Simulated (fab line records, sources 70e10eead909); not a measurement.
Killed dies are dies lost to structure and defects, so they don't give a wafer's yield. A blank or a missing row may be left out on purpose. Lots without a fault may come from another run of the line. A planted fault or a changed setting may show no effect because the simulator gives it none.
Which tool did it? | flow nand_harc | 11 lots, 33 wafers sampled, at 5 steps of a route of 1302

WHAT THE GAUGES READ, wafer by wafer
NHARC_END_SORT_01.
lot  | measured     | on        | killed_at_array
L759 | day 30 11:25 | prober-01 | 47 60 63
L766 | day 33 03:28 | prober-01 | 79 77 39

WHICH TOOL RAN EACH LOT (tool, then ch and the chambers of the sampled wafers, then the start)
lot  | NHARC_A_CHANNEL_HOLE_D2_ETCH_20  | NHARC_A_CHANNEL_HOLE_D2_ETCH_23  | NHARC_A_CHANNEL_HOLE_D2_ETCH_27  | NHARC_A_CHANNEL_FILL_D2_ALD_02
L747 | har_etch-02 ch 0,1, day 13 12:41 | har_etch-02 ch 0,1, day 13 14:02 | har_etch-02 ch 0,1, day 13 16:35 | ald_hk-02 ch 2,3, day 13 20:05
L748 | har_etch-02 ch 0,1, day 14 03:27 | har_etch-02 ch 0,1, day 14 04:50 | har_etch-02 ch 0,1, day 14 07:18 | ald_hk-04 ch 1,2,3, day 14 09:20
L749 | har_etch-02 ch 0,1, day 15 00:49 | har_etch-02 ch 0,1, day 15 02:10 | har_etch-02 ch 0,1, day 15 04:42 | ald_hk-02 ch 1,2,3, day 15 06:38
L755 | har_etch-01 ch 0,1, day 17 12:14 | har_etch-01 ch 0,1, day 17 13:34 | har_etch-01 ch 0,1, day 17 16:05 | ald_hk-02 ch 1,2,3, day 17 18:09
L759 | har_etch-01 ch 0,1, day 19 02:12 | har_etch-01 ch 0,1, day 19 03:38 | har_etch-01 ch 0,1, day 19 06:02 | ald_hk-02 ch 2,3, day 19 07:53
L762 | har_etch-02 ch 0,1, day 19 22:41 | har_etch-02 ch 0,1, day 19 23:59 | har_etch-02 ch 0,1, day 20 02:32 | ald_hk-04 ch 0,1,3, day 20 05:31
L763 | har_etch-01 ch 0,1, day 19 23:58 | har_etch-01 ch 0,1, day 20 01:22 | har_etch-01 ch 0,1, day 20 03:49 | ald_hk-03 ch 0,1,3, day 20 07:01
L766 | har_etch-01 ch 0,1, day 21 18:46 | har_etch-01 ch 0,1, day 21 20:13 | har_etch-01 ch 0,1, day 21 22:35 | ald_hk-04 ch 2,3, day 22 00:30
L767 | har_etch-02 ch 1, day 21 18:58   | har_etch-02 ch 1, day 21 20:17   | har_etch-02 ch 1, day 21 22:48   | ald_hk-02 ch 1,2, day 22 01:08
L768 | har_etch-01 ch 0,1, day 22 05:43 | har_etch-01 ch 0,1, day 22 07:10 | har_etch-01 ch 0,1, day 22 09:32 | ald_hk-04 ch 0,2, day 22 11:23
L769 | har_etch-02 ch 0,1, day 22 20:37 | har_etch-02 ch 0,1, day 22 22:00 | har_etch-02 ch 0,1, day 23 00:27 | ald_hk-04 ch 1,2,3, day 23 02:59
- NHARC_A_CHANNEL_HOLE_D2_ETCH_20: etches the open film in C4F8/O2/Ar, time 361.9 s, target depth 1600 nm.
- NHARC_A_CHANNEL_HOLE_D2_ETCH_23: etches the open film in C4F8/O2/Ar, time 819 s, target depth 1600 nm.
- NHARC_A_CHANNEL_HOLE_D2_ETCH_27: etches the open film in C4F8/O2/Ar, time 90 s, target depth 400 nm.
- NHARC_A_CHANNEL_FILL_D2_ALD_02: deposits SiO2, target thk 6 nm, pulse time 10 s, ald cycles 60.

THE ANSWER, worked out from the rows above alone
Rule: what is usual is taken from the lots themselves. Put in order of their means at a reading, lots are off if they are a third of the lots or fewer, leave a main group of 4 or more, and stand apart from it by a gap of 3 or more times the standard deviation of the main group's means; of several such gaps the widest counts. A main group whose means are all the same, to the digits that the tables above print for the reading, isn't used. A lot without any number at a reading at which 4 lots or more have one is off too. The other lots that the step has rows for count as sound.
No lot is off at any reading shown: from this, nothing can be told.

WHAT THE SIMULATOR HAD PUT IN
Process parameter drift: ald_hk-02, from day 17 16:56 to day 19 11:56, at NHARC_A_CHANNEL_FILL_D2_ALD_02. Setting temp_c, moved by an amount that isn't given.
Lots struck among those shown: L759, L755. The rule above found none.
